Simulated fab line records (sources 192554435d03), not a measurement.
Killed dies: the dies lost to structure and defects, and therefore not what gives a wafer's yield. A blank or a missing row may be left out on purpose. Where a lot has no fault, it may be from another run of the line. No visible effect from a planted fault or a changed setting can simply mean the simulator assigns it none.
Which tool is to blame? | flow n5Finfet | 11 lots with 33 wafers sampled at 3 steps, on a route of 1938 steps

WHAT THE GAUGES SHOWED, per wafer
N5_DUMMY_GATE_CD_MEAS_15 targets a cd of 25.8 nm.
lot  | measured    | on       | cdNm (nm)
L075 | day 3 05:59 | cdSem-03 | 24.80 24.78 25.07
L077 | day 3 16:19 | cdSem-03 | 25.20 25.39 24.82
L079 | day 4 03:16 | cdSem-01 | 25.02 24.95 25.03
L081 | day 4 18:11 | cdSem-01 | 25.15 25.20 25.27
L083 | day 5 06:14 | cdSem-02 | 25.24 24.95 24.86
L085 | day 5 17:31 | cdSem-01 | 25.17 24.94 24.86
L087 | day 6 02:38 | cdSem-02 | 25.01 24.85 25.19
L090 | day 6 22:59 | cdSem-03 | 24.60 25.07 25.05
L092 | day 7 10:34 | cdSem-02 | 24.82 25.15 25.06
L095 | day 8 11:17 | cdSem-02 | 25.07 24.74 24.81
L097 | day 8 16:11 | cdSem-03 | 25.38 25.18 25.05

WHAT TOOL EACH LOT RAN ON (gives the tool, then ch and the chambers of the sampled wafers, and finally the start)
lot  | N5_FIN_CUT_ETCH_30               | N5_DUMMY_GATE_CMP_04
L075 | rieDiel-04 ch 1,2,3, day 2 11:45 | cmp-03 ch 0,2, day 3 01:26
L077 | rieDiel-02 ch 1,2,3, day 2 21:07 | cmp-04 ch 0,1,3, day 3 11:40
L079 | rieDiel-02 ch 1,2, day 3 08:53   | cmp-02 ch 0,1,3, day 3 22:41
L081 | rieDiel-05 ch 1,2,3, day 3 20:46 | cmp-04 ch 2,3, day 4 13:38
L083 | rieDiel-05 ch 1,2, day 4 09:46   | cmp-02 ch 0,1, day 5 01:43
L085 | rieDiel-04 ch 1,2,3, day 4 21:10 | cmp-02 ch 0,2, day 5 10:54
L087 | rieDiel-04 ch 0,2,3, day 5 08:30 | cmp-02 ch 1,2,3, day 5 22:10
L090 | rieDiel-02 ch 0,1, day 6 02:32   | cmp-03 ch 0,1, day 6 16:22
L092 | rieDiel-05 ch 1,2, day 6 14:22   | cmp-02 ch 0,3, day 7 06:00
L095 | rieDiel-05 ch 1,3, day 7 09:51   | cmp-03 ch 2,3, day 8 04:43
L097 | rieDiel-05 ch 0,2, day 7 20:53   | cmp-03 ch 1,3, day 8 11:39
- N5_FIN_CUT_ETCH_30: etches underlayer in N2/H2, target depth 13 nm, time 10.4 s.
- N5_DUMMY_GATE_CMP_04: polishes a-Si.

THE ANSWER, worked out from the rows above alone
Rule: usual is defined by the lots themselves. The widest of any qualifying gaps counts: lots, ordered by their means at a reading, are off when they make up no more than a third of the lots, leave a main group of 4 or more, and stand apart from it by 3 or more times the standard deviation of that group's means. A main group whose means are all the same, to the digits that the tables above print for the reading, isn't used. A lot without any number at a reading at which 4 lots or more have one is off too. Any other lot the step has rows for is counted as sound.
Across all readings shown, no lot is off: no conclusion can be drawn from this.

WHAT THE SIMULATOR HAD INSERTED
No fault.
